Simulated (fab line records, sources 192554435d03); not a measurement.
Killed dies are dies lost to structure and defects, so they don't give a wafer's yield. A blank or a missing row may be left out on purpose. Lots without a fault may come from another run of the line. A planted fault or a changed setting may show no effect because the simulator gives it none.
Chamber matching | flow n5_finfet | N5_BEOL_M0_CO_CAP_123 on cvd_co-01: 3 sister chambers
The step material Co, precursor CCTBA/H2, target thk 2 nm, time 102.1 s. 6 wafers are shown with their chamber, then 7 later ones without.

WAFERS WITH THEIR CHAMBER
wafer  | chamber | heater_power_w (W)
L773.5 | 2       | 272
L775.5 | 0       | 247
L779.5 | 1       | 227
L779.6 | 2       | 272
L781.2 | 0       | 242
L781.3 | 1       | 217

WAFERS WITHOUT THEIR CHAMBER
wafer  | heater_power_w (W)
L781.5 | 246
L783.1 | 244
L783.2 | 276
L783.6 | 270
L786.1 | 280
L786.2 | 221
L786.4 | 272

WHICH CHAMBER EACH WENT THROUGH
wafer  | from the rows above | in truth
L781.5 | 0                   | 0
L783.1 | 0                   | 0
L783.2 | 2                   | 2
L783.6 | 2                   | 2
L786.1 | 2                   | 2
L786.2 | 1                   | 1
L786.4 | 2                   | 2
Placed correctly: 7 of 7. Can't be placed from these rows: 0. Placed wrongly: 0.
How it was worked out, from the rows above alone: a wafer's distance from a chamber is the root of the sum, over the readings, of the square of ((its reading less the chamber's mean) divided by the reading's scatter). The wafer belongs to the nearest chamber; if the next one is less than 2 further off, it can't be placed. A chamber's mean is the mean of its shown wafers. The scatter: the root of (the sum of the squares of (reading less its chamber's mean) over the shown wafers, divided by (wafers less chambers)).
